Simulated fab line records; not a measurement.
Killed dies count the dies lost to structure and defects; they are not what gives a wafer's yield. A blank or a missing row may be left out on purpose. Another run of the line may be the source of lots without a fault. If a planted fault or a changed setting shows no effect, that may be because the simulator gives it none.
fab line records    flow n5-finfet    part 1 of 2: steps 1 to 4 of 6
[record] lots = 20  wafers = 60  last-day = 18
route steps=1938 shown BEOL_M8@1348
lots untouched by any fault: they come from a run of this same line in which no faults occurred
start-h: the number of hours between the record's first day and the start of the first shown wafer of the lot    wait-h: hours from the lot's prior step to this one    " unchanged from the row above    L1.1+2: a row that stands for several wafers    - no value, or no start was given    * or withheld: withheld    < > ~ a bound
route shown NAME@n: NAME is a module with steps in the file, n the number in the route of the first one    usual: average and standard deviation across the fault-free wafers    same: alike in all rows    chamber/n: place in a boat    sites: each site's reading    _std_site: standard deviation across them    _edge_site: mean of outer sites minus mean of inner sites    radius-mm: how far each site lies from the wafer's centre    mask NAME#n: copy n    behind: the last tool/chamber to shape the wafer    hold: reason for holding the lot/hours on hold/outcome of the hold    device: whichever transistor did not switch (one of n, p or np)    end of line: at the end of the route, the tests of the same wafers    for a step that has no rows: nothing shown but its recipe    killed: count of dies lost to structure and defects at first sort (not the wafer's yield)    map: shows each die of a wafer: x if killed, . if not, _ if none is there
set.NAME: the setting the step ran with; set.NAME@STEP: the setting that earlier step ran with    model.NAME: the simulator's own value behind a step, which no gauge read
steps of the route over a sample of lots; a table a step, a row a wafer
services: a tool's chamber out of use, with start hour (start-h, from the record's first day; less than 0 if before it), hours out, and reason
[[steps]]
[step N5_BEOL_M8_DESCUM_16]
[recipe] chemistry = O2  time-s = 7.9  source-power-w = 50  bias-power-w = 20  pressure-mtorr = 20  rf-frequency-hz = 2.712e+07  temp-c = 40  resist = CAR-ArF  o2-flow-sccm = 225
[usual] drypump-motor-current-A = 5.7/0.45  oes-product-au = 0.82/0.095  rf-vpp-V = 243.7/1.4  showerhead-plenum-p-Torr = 2.12/0.067  throttle-valve-pct = 20.32/0.17
lot.wafer  tool         chamber  start-h  wait-h  drypump-motor-current-A  oes-product-au  rf-hours-counter-h  rf-vpp-V  showerhead-plenum-p-Torr  throttle-valve-pct
L074.3     rie-diel-03  0        194.06   0.7     5.6                      0.72            199                 242.1     2.06                      20.24
L074.4     "            1        "        "       5.3                      0.82            -                   242.9     2.12                      20.22
L074.5     "            2        "        "       5.4                      0.79            -                   243.4     2.10                      20.20
L075.2     rie-diel-02  0        204.72   0.0     5.3                      0.71            211                 240.9     2.00                      20.42
L075.5     "            0        "        "       5.3                      0.71            -                   241.7     2.00                      20.43
L075.6     "            1        "        "       6.2                      0.71            -                   245.3     2.14                      20.28
L076.1     rie-diel-03  2        221.84   0.0     5.4                      0.78            116                 243.3     2.10                      20.22
L076.4     "            0        "        "       5.6                      0.71            207                 242.0     2.06                      20.26
L076.6     "            2        "        "       5.4                      0.78            -                   244.2     2.10                      20.23
L078.1     rie-diel-03  3        242.16   0.0     5.7                      0.93            18                  246.7     2.23                      20.31
L078.2     "            1        "        "       5.3                      0.82            94                  244.9     2.12                      20.24
L078.5     "            2        "        "       5.4                      0.78            -                   242.9     2.09                      20.23
L082.2     rie-diel-03  0        243.07   0.3     5.6                      0.71            213                 242.4     2.06                      20.26
L082.3     "            3        "        "       5.7                      0.93            19                  246.2     2.23                      20.28
L082.6     "            0        "        "       5.6                      0.72            -                   242.5     2.06                      20.29
L083.2     rie-diel-03  3        245.78   0.0     5.7                      0.92            20                  247.2     2.23                      20.29
L083.5     "            0        "        "       5.6                      0.71            -                   243.5     2.06                      20.28
L083.6     "            3        "        "       5.7                      0.92            -                   245.8     2.23                      20.28
L081.1     rie-diel-04  2        253.01   0.2     5.6                      1.02            0                   245.2     2.22                      20.14
L081.5     "            3        "        "       6.5                      0.87            -                   242.2     2.12                      20.52
L081.6     "            2        "        "       5.6                      1.01            -                   244.1     2.22                      20.14
L084.1     rie-diel-04  1        271.87   0.1     6.3                      0.91            26                  242.2     2.05                      20.17
L084.3     "            2        "        "       5.6                      0.96            7                   245.3     2.22                      20.17
L084.4     "            3        "        "       6.5                      0.84            73                  242.1     2.12                      20.53
L085.1     rie-diel-03  0        277.10   0.0     5.6                      0.71            223                 242.2     2.06                      20.28
L085.4     "            3        "        "       5.7                      0.89            31                  245.1     2.23                      20.30
L085.6     "            3        "        "       5.7                      0.90            -                   244.8     2.22                      20.31
L086.1     rie-diel-03  3        285.12   0.1     5.7                      0.89            34                  245.5     2.22                      20.31
L086.3     "            2        "        "       5.4                      0.75            138                 241.9     2.09                      20.25
L086.5     "            0        "        "       5.6                      0.70            -                   241.3     2.05                      20.28
L088.1     rie-diel-04  1        290.78   0.0     6.3                      0.90            33                  243.9     2.05                      20.17
L088.3     "            2        "        "       5.6                      0.93            14                  246.8     2.22                      20.17
L088.4     "            3        "        "       6.4                      0.83            80                  241.9     2.12                      20.53
L087.1     rie-diel-02  1        294.40   0.0     6.2                      0.98            2                   246.0     2.13                      19.97
L087.4     "            2        "        "       5.3                      0.96            10                  242.9     2.16                      20.52
L087.5     "            1        "        "       6.2                      0.98            -                   243.7     2.13                      19.94
L090.1     rie-diel-04  2        310.70   0.1     5.6                      0.92            20                  245.0     2.22                      20.19
L090.2     "            0        "        "       6.7                      0.84            47                  245.9     2.22                      20.52
L090.5     "            1        "        "       6.3                      0.88            -                   243.6     2.05                      20.19
L091.2     rie-diel-04  1        314.96   0.4     6.3                      0.89            41                  244.1     2.05                      20.18
L091.3     "            0        "        "       6.7                      0.85            49                  245.2     2.22                      20.50
L091.6     "            0        "        "       6.7                      0.85            -                   244.1     2.22                      20.51
L092.2     rie-diel-02  2        315.00   0.3     5.2                      0.94            20                  242.8     2.15                      20.55
L092.3     "            3        "        "       5.6                      0.69            230                 242.7     2.07                      20.47
L092.4     "            3        "        "       5.6                      0.69            -                   243.4     2.07                      20.47
L093.1     rie-diel-03  1        319.42   0.1     5.3                      0.79            120                 243.1     2.11                      20.28
L093.3     "            0        "        "       5.6                      0.70            236                 244.1     2.05                      20.30
L093.6     "            1        "        "       5.3                      0.78            -                   243.5     2.11                      20.28
L094.2     rie-diel-02  0        331.29   0.0     5.3                      0.95            4                   244.3     2.25                      20.09
L094.3     "            2        "        "       5.3                      0.91            26                  242.9     2.15                      20.53
L094.5     "            0        "        "       5.3                      0.95            -                   246.2     2.25                      20.09
L095.1     rie-diel-02  0        336.82   0.1     5.3                      0.95            5                   246.5     2.25                      20.09
L095.3     "            1        "        "       6.2                      0.91            19                  243.8     2.13                      19.99
L095.4     "            3        "        "       5.6                      0.69            237                 242.3     2.06                      20.49
L096.1     rie-diel-03  1        346.21   0.0     5.3                      0.78            129                 243.4     2.10                      20.29
L096.3     "            0        "        "       5.6                      0.69            246                 243.1     2.05                      20.32
L096.5     "            1        "        "       5.3                      0.78            -                   242.6     2.10                      20.27
L097.1     rie-diel-03  2        351.28   1.4     5.4                      0.74            158                 241.8     2.08                      20.28
L097.3     "            3        "        "       5.7                      0.85            57                  245.2     2.21                      20.34
L097.5     "            1        "        "       5.3                      0.78            -                   242.7     2.10                      20.30
[step N5_BEOL_M8_ETCH_61]
[recipe] chemistry = CF4  target = SiARC  target-depth-a = 455  mask-material = CAR-ArF  time-s = 75.8  ion-energy-ev = 80  pressure-mtorr = 40  source-w = 545  bias-w = 36  Ar_flow_sccm = 100  cf4-flow-sccm = 100  ends = cleared
[usual] drypump-motor-current-A = 5.7/0.45  etch-rf-on-time-s = 75.6/1.8  oes-product-au = 0.70/0.077  rf-vpp-V = 184.5/1.1  showerhead-plenum-p-Torr = 2.17/0.064  throttle-valve-pct = 15.49/0.16
lot.wafer  tool         chamber  start-h  wait-h  drypump-motor-current-A  etch-rf-on-time-s  oes-product-au  rf-hours-counter-h  rf-vpp-V  showerhead-plenum-p-Torr  throttle-valve-pct
L074.3     rie-diel-03  0        194.10   0.0     5.6                      74.4               0.63            199                 183.5     2.12                      15.50
L074.4     "            1        "        "       5.3                      76.3               0.71            -                   184.1     2.16                      15.36
L074.5     "            2        "        "       5.4                      74.9               0.68            -                   183.5     2.15                      15.40
L075.2     rie-diel-02  0        204.76   0.0     5.3                      76.8               0.60            211                 183.6     2.04                      15.53
L075.5     "            0        "        "       5.3                      77.6               0.60            -                   183.8     2.04                      15.55
L075.6     "            1        "        "       6.3                      77.8               0.60            -                   184.8     2.20                      15.62
L076.1     rie-diel-03  2        221.87   0.0     5.4                      76.4               0.66            116                 184.5     2.14                      15.40
L076.4     "            0        "        "       5.6                      74.5               0.62            207                 184.1     2.12                      15.52
L076.6     "            2        "        "       5.4                      76.0               0.66            -                   183.6     2.14                      15.41
L078.1     rie-diel-03  3        242.19   0.0     5.8                      75.0               0.80            18                  185.4     2.27                      15.45
L078.2     "            1        "        "       5.3                      76.9               0.69            94                  184.0     2.16                      15.40
L078.5     "            2        "        "       5.5                      75.1               0.66            -                   182.7     2.14                      15.43
L082.2     rie-diel-03  0        243.10   0.0     5.6                      74.1               0.61            213                 183.3     2.12                      15.53
L082.3     "            3        "        "       5.7                      75.2               0.79            19                  184.8     2.27                      15.42
L082.6     "            0        "        "       5.6                      74.0               0.62            -                   183.5     2.12                      15.53
L083.2     rie-diel-03  3        245.82   0.0     5.7                      75.3               0.78            20                  184.7     2.27                      15.43
L083.5     "            0        "        "       5.6                      74.0               0.62            -                   183.9     2.12                      15.53
L083.6     "            3        "        "       5.7                      75.1               0.79            -                   186.1     2.27                      15.43
L081.1     rie-diel-04  2        253.05   0.0     5.6                      77.3               0.85            0                   185.7     2.27                      15.35
L081.5     "            3        "        "       6.5                      76.8               0.71            -                   183.2     2.18                      15.67
L081.6     "            2        "        "       5.6                      77.5               0.85            -                   184.0     2.27                      15.32
L084.1     rie-diel-04  1        271.90   0.0     6.3                      73.3               0.79            26                  184.4     2.09                      15.22
L084.3     "            2        "        "       5.6                      78.1               0.81            7                   185.3     2.27                      15.34
L084.4     "            3        "        "       6.4                      76.6               0.71            73                  184.7     2.17                      15.68
L085.1     rie-diel-03  0        277.13   0.0     5.6                      73.5               0.62            223                 182.5     2.11                      15.55
L085.4     "            3        "        "       5.7                      74.3               0.77            31                  185.3     2.26                      15.46
L085.6     "            3        "        "       5.7                      75.1               0.76            -                   184.5     2.27                      15.47
L086.1     rie-diel-03  3        285.15   0.0     5.7                      75.1               0.76            34                  187.5     2.26                      15.46
L086.3     "            2        "        "       5.4                      75.9               0.65            138                 184.6     2.14                      15.45
L086.5     "            0        "        "       5.6                      73.9               0.61            -                   182.9     2.11                      15.57
L088.1     rie-diel-04  1        290.82   0.0     6.3                      71.6               0.79            33                  183.0     2.09                      15.23
L088.3     "            2        "        "       5.6                      77.2               0.79            14                  186.1     2.27                      15.35
L088.4     "            3        "        "       6.4                      76.1               0.71            80                  185.8     2.17                      15.68
L087.1     rie-diel-02  1        294.43   0.0     6.2                      78.0               0.81            2                   183.9     2.19                      15.19
L087.4     "            2        "        "       5.2                      75.7               0.82            10                  184.9     2.19                      15.52
L087.5     "            1        "        "       6.2                      78.4               0.81            -                   186.1     2.19                      15.19
L090.1     rie-diel-04  2        310.74   0.0     5.6                      78.5               0.76            20                  186.3     2.27                      15.37
L090.2     "            0        "        "       6.7                      76.4               0.71            48                  186.0     2.26                      15.59
L090.5     "            1        "        "       6.3                      72.6               0.76            -                   183.2     2.09                      15.23
L091.2     rie-diel-04  1        315.00   0.0     6.3                      72.1               0.76            41                  183.9     2.09                      15.25
L091.3     "            0        "        "       6.7                      75.3               0.71            49                  185.3     2.26                      15.58
L091.6     "            0        "        "       6.7                      74.5               0.73            -                   186.4     2.26                      15.59
L092.2     rie-diel-02  2        315.03   0.0     5.2                      75.1               0.81            20                  185.3     2.18                      15.52
L092.3     "            3        "        "       5.6                      72.9               0.60            230                 184.6     2.11                      15.68
L092.4     "            3        "        "       5.7                      73.2               0.60            -                   183.5     2.11                      15.69
L093.1     rie-diel-03  1        319.46   0.0     5.3                      76.9               0.67            120                 184.6     2.15                      15.48
L093.3     "            0        "        "       5.6                      74.2               0.60            236                 185.6     2.11                      15.56
L093.6     "            1        "        "       5.3                      77.6               0.66            -                   184.8     2.15                      15.46
L094.2     rie-diel-02  0        331.33   0.0     5.3                      78.9               0.79            4                   186.1     2.28                      15.13
L094.3     "            2        "        "       5.2                      76.2               0.79            26                  184.3     2.18                      15.56
L094.5     "            0        "        "       5.3                      78.6               0.80            -                   185.7     2.28                      15.13
L095.1     rie-diel-02  0        336.86   0.0     5.3                      77.8               0.79            5                   186.2     2.28                      15.13
L095.3     "            1        "        "       6.3                      79.0               0.76            19                  185.2     2.19                      15.22
L095.4     "            3        "        "       5.6                      73.8               0.60            237                 184.6     2.11                      15.71
L096.1     rie-diel-03  1        346.25   0.0     5.3                      75.8               0.67            129                 182.9     2.15                      15.47
L096.3     "            0        "        "       5.6                      73.0               0.60            246                 184.7     2.11                      15.60
L096.5     "            1        "        "       5.3                      76.3               0.67            -                   184.9     2.15                      15.48
L097.1     rie-diel-03  2        351.31   0.0     5.4                      75.2               0.64            158                 183.5     2.13                      15.49
L097.3     "            3        "        "       5.7                      75.1               0.74            57                  186.3     2.26                      15.51
L097.5     "            1        "        "       5.3                      76.3               0.66            -                   184.6     2.15                      15.48
[step N5_BEOL_M8_ETCH_62]
[recipe] chemistry = N2/H2  target = SOC  target-depth-a = 1100  overetch-a = 220  mask-material = SiARC  temp-c = 40  time-s = 165  ion-energy-ev = 200  pressure-mtorr = 30  source-w = 840  bias-w = 150  n2-flow-sccm = 200  h2-flow-sccm = 200
[usual] drypump-motor-current-A = 5.7/0.45  oes-product-au = 0.69/0.078  rf-vpp-V = 524.9/2.3  showerhead-plenum-p-Torr = 2.58/0.082  throttle-valve-pct = 17.73/0.22
lot.wafer  tool         chamber  start-h  wait-h  drypump-motor-current-A  oes-product-au  rf-hours-counter-h  rf-vpp-V  showerhead-plenum-p-Torr  throttle-valve-pct
L074.3     rie-diel-03  0        194.15   0.0     5.6                      0.61            199                 523.6     2.54                      17.95
L074.4     "            1        "        "       5.3                      0.70            -                   525.0     2.58                      17.55
L074.5     "            2        "        "       5.5                      0.67            -                   524.3     2.54                      17.56
L075.2     rie-diel-02  0        204.82   0.0     5.3                      0.59            211                 520.4     2.40                      17.58
L075.5     "            0        "        "       5.3                      0.60            -                   519.8     2.40                      17.57
L075.6     "            1        "        "       6.2                      0.61            -                   525.2     2.63                      17.90
L076.1     rie-diel-03  2        221.93   0.0     5.4                      0.66            116                 523.4     2.54                      17.56
L076.4     "            0        "        "       5.6                      0.61            207                 523.2     2.53                      17.93
L076.6     "            2        "        "       5.4                      0.67            -                   525.8     2.54                      17.55
L078.1     rie-diel-03  3        242.25   0.0     5.7                      0.78            18                  528.4     2.69                      17.61
L078.2     "            1        "        "       5.3                      0.69            94                  525.1     2.57                      17.59
L078.5     "            2        "        "       5.4                      0.66            -                   522.3     2.54                      17.56
L082.2     rie-diel-03  0        243.16   0.0     5.6                      0.61            213                 523.9     2.53                      17.97
L082.3     "            3        "        "       5.7                      0.78            19                  527.5     2.69                      17.60
L082.6     "            0        "        "       5.6                      0.61            -                   523.4     2.53                      17.98
L083.2     rie-diel-03  3        245.87   0.0     5.7                      0.78            20                  527.8     2.69                      17.57
L083.5     "            0        "        "       5.6                      0.61            -                   522.8     2.53                      17.96
L083.6     "            3        "        "       5.7                      0.78            -                   528.5     2.69                      17.60
L081.1     rie-diel-04  2        253.10   0.0     5.6                      0.84            0                   528.9     2.72                      17.53
L081.5     "            3        "        "       6.5                      0.71            -                   523.8     2.57                      17.81
L081.6     "            2        "        "       5.7                      0.85            -                   527.7     2.72                      17.54
L084.1     rie-diel-04  1        271.96   0.0     6.3                      0.76            26                  521.8     2.49                      17.41
L084.3     "            2        "        "       5.6                      0.81            7                   528.3     2.72                      17.57
L084.4     "            3        "        "       6.4                      0.71            73                  524.8     2.57                      17.85
L085.1     rie-diel-03  0        277.19   0.0     5.6                      0.60            223                 523.3     2.53                      17.97
L085.4     "            3        "        "       5.7                      0.76            31                  528.2     2.69                      17.62
L085.6     "            3        "        "       5.7                      0.76            -                   528.0     2.69                      17.61
L086.1     rie-diel-03  3        285.21   0.0     5.7                      0.75            34                  526.5     2.69                      17.61
L086.3     "            2        "        "       5.4                      0.64            138                 523.3     2.53                      17.60
L086.5     "            0        "        "       5.6                      0.60            -                   523.0     2.52                      17.98
L088.1     rie-diel-04  1        290.87   0.0     6.3                      0.76            33                  522.6     2.48                      17.41
L088.3     "            2        "        "       5.6                      0.79            14                  528.5     2.72                      17.58
L088.4     "            3        "        "       6.4                      0.70            80                  523.5     2.57                      17.86
L087.1     rie-diel-02  1        294.49   0.0     6.3                      0.83            2                   524.6     2.61                      17.51
L087.4     "            2        "        "       5.2                      0.82            10                  526.0     2.63                      18.00
L087.5     "            1        "        "       6.2                      0.82            -                   525.5     2.61                      17.51
L090.1     rie-diel-04  2        310.79   0.0     5.6                      0.78            20                  530.2     2.71                      17.57
L090.2     "            0        "        "       6.7                      0.71            48                  528.4     2.71                      17.91
L090.5     "            1        "        "       6.3                      0.75            -                   522.9     2.48                      17.42
L091.2     rie-diel-04  1        315.06   0.0     6.3                      0.74            41                  521.9     2.48                      17.44
L091.3     "            0        "        "       6.7                      0.71            49                  527.7     2.71                      17.90
L091.6     "            0        "        "       6.7                      0.71            -                   529.0     2.71                      17.91
L092.2     rie-diel-02  2        315.09   0.0     5.2                      0.78            20                  525.1     2.62                      18.02
L092.3     "            3        "        "       5.6                      0.58            230                 523.4     2.51                      17.91
L092.4     "            3        "        "       5.6                      0.59            -                   524.2     2.51                      17.91
L093.1     rie-diel-03  1        319.51   0.0     5.3                      0.67            120                 524.7     2.56                      17.62
L093.3     "            0        "        "       5.6                      0.59            236                 523.1     2.52                      18.00
L093.6     "            1        "        "       5.3                      0.67            -                   522.9     2.56                      17.62
L094.2     rie-diel-02  0        331.38   0.0     5.3                      0.80            4                   528.5     2.70                      17.19
L094.3     "            2        "        "       5.2                      0.78            26                  524.1     2.62                      18.03
L094.5     "            0        "        "       5.3                      0.80            -                   527.7     2.69                      17.21
L095.1     rie-diel-02  0        336.91   0.0     5.3                      0.81            5                   528.1     2.69                      17.18
L095.3     "            1        "        "       6.2                      0.77            19                  525.7     2.60                      17.54
L095.4     "            3        "        "       5.6                      0.58            237                 524.6     2.50                      17.92
L096.1     rie-diel-03  1        346.30   0.0     5.3                      0.66            129                 523.8     2.56                      17.63
L096.3     "            0        "        "       5.6                      0.58            246                 521.2     2.52                      18.01
L096.5     "            1        "        "       5.3                      0.66            -                   523.8     2.56                      17.62
L097.1     rie-diel-03  2        351.37   0.0     5.4                      0.63            158                 525.3     2.52                      17.64
L097.3     "            3        "        "       5.7                      0.73            57                  528.4     2.68                      17.67
L097.5     "            1        "        "       5.3                      0.65            -                   523.0     2.56                      17.64
[step N5_BEOL_M8_CD_MEAS_28]
[recipe] target-cd-nm = 40  landing-energy-ev = 500  detector = se-inlens
[usual] cd-nm = 40.03/0.24
lot.wafer  tool       chamber  start-h  wait-h  cd-nm
L074.3     cd-sem-02  0        197.56   -       40.01
L074.4     "          0        "        "       39.73
L074.5     "          0        "        "       40.23
L075.2     cd-sem-02  0        205.49   -       39.97
L075.5     "          0        "        "       40.04
L075.6     "          0        "        "       39.93
L076.1     cd-sem-01  0        225.09   -       40.02
L076.4     "          0        "        "       40.32
L076.6     "          0        "        "       40.11
L078.1     cd-sem-01  0        242.92   -       39.86
L078.2     "          0        "        "       40.20
L078.5     "          0        "        "       40.24
L082.2     cd-sem-03  0        244.53   -       40.18
L082.3     "          0        "        "       39.97
L082.6     "          0        "        "       39.56
L083.2     cd-sem-02  0        247.21   -       40.27
L083.5     "          0        "        "       40.31
L083.6     "          0        "        "       40.07
L081.1     cd-sem-03  0        253.78   -       40.06
L081.5     "          0        "        "       39.85
L081.6     "          0        "        "       39.90
L084.1     cd-sem-01  0        272.77   -       40.22
L084.3     "          0        "        "       40.05
L084.4     "          0        "        "       39.64
L085.1     cd-sem-02  0        279.19   -       40.13
L085.4     "          0        "        "       40.09
L085.6     "          0        "        "       40.02
L086.1     cd-sem-02  0        289.55   -       40.01
L086.3     "          0        "        "       40.14
L086.5     "          0        "        "       39.84
L088.1     cd-sem-01  0        291.87   -       39.52
L088.3     "          0        "        "       39.81
L088.4     "          0        "        "       39.98
L087.1     cd-sem-01  0        297.77   -       40.13
L087.4     "          0        "        "       39.65
L087.5     "          0        "        "       40.11
L090.1     cd-sem-02  0        312.91   -       40.49
L090.2     "          0        "        "       40.55
L090.5     "          0        "        "       40.14
L091.2     cd-sem-01  0        317.21   -       40.25
L091.3     "          0        "        "       40.10
L091.6     "          0        "        "       39.89
L092.2     cd-sem-01  0        317.59   -       40.12
L092.3     "          0        "        "       40.11
L092.4     "          0        "        "       40.36
L093.1     cd-sem-03  0        322.94   -       40.35
L093.3     "          0        "        "       39.86
L093.6     "          0        "        "       40.00
L094.2     cd-sem-03  0        332.45   -       39.91
L094.3     "          0        "        "       40.08
L094.5     "          0        "        "       39.81
L095.1     cd-sem-02  0        337.76   -       40.27
L095.3     "          0        "        "       39.93
L095.4     "          0        "        "       40.30
L096.1     cd-sem-01  0        348.34   -       39.79
L096.3     "          0        "        "       39.95
L096.5     "          0        "        "       39.78
L097.1     cd-sem-03  0        353.61   -       40.00
L097.3     "          0        "        "       39.84
L097.5     "          0        "        "       39.84
